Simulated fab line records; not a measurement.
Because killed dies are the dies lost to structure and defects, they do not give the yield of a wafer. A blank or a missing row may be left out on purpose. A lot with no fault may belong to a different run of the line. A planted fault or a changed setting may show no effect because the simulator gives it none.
Chamber matching | flow n5_finfet | N5_BEOL_M11_VIA_ETCH_34 on rie_diel-02: 4 sister chambers
The step etches SiCOH lowk in C4F6/O2, target depth 184.5 nm, time 69.2 s. 14 wafers are shown with their chamber, then 7 later ones without.

== EACH WAFER AND ITS CHAMBER ==
wafer  | chamber | rf_vpp_V (V) | drypump_motor_current_A (A) | showerhead_plenum_p_Torr (Torr)
L074.1 | 2       | 651          | 6.2                         | 3.01
L074.3 | 0       | 631          | 5.6                         | 2.90
L074.5 | 1       | 662          | 5.4                         | 2.84
L078.4 | 1       | 663          | 5.4                         | 2.83
L078.5 | 1       | 663          | 5.4                         | 2.83
L078.6 | 2       | 651          | 6.2                         | 3.01
L080.2 | 1       | 662          | 5.4                         | 2.83
L080.3 | 2       | 651          | 6.2                         | 3.01
L080.6 | 1       | 662          | 5.4                         | 2.83
L085.2 | 2       | 652          | 6.2                         | 3.00
L085.3 | 0       | 630          | 5.6                         | 2.89
L085.6 | 3       | 679          | 6.0                         | 2.81
L092.2 | 0       | 630          | 5.5                         | 2.89
L092.4 | 1       | 663          | 5.4                         | 2.83

SIGNATURES, as means of the wafers listed above
reading                  | chamber 0 | chamber 1 | chamber 2 | chamber 3 | scatter within a chamber
rf_vpp_V                 | 630.33    | 662.50    | 651.25    | 679.00    | 0.54
drypump_motor_current_A  | 5.567     | 5.400     | 6.200     | 6.000     | 0.0258
showerhead_plenum_p_Torr | 2.8933    | 2.8317    | 3.0075    | 2.8100    | 0.00474
Rule: a wafer lies at a distance from a chamber equal to the root of the sum of squares, over the readings, of (its reading less the chamber's mean, divided by the reading's scatter). If the next closest chamber is less than 2 further off than the closest, the wafer can't be placed; otherwise it belongs to the closest. The scatter: take each reading less its chamber's mean, square it, sum over the shown wafers, divide by the number of wafers less the number of chambers, and take the root.

== WAFERS WITH NO CHAMBER GIVEN ==
wafer  | rf_vpp_V (V) | drypump_motor_current_A (A) | showerhead_plenum_p_Torr (Torr)
L092.5 | 663          | 5.4                         | 2.82
L095.2 | 662          | 5.4                         | 2.82
L095.4 | 678          | 6.0                         | 2.80
L095.5 | 651          | 6.2                         | 3.00
L096.1 | 650          | 6.2                         | 2.99
L096.4 | 678          | 6.0                         | 2.80
L096.6 | 650          | 6.2                         | 2.99

== EACH ONE'S CHAMBER ==
wafer  | from the rows above | in truth
L092.5 | 1                   | 1
L095.2 | 1                   | 1
L095.4 | 3                   | 3
L095.5 | 2                   | 2
L096.1 | 2                   | 2
L096.4 | 3                   | 3
L096.6 | 2                   | 2
Placed correctly: 7 of 7. Left unplaced by these rows: 0. Placed wrongly: 0.
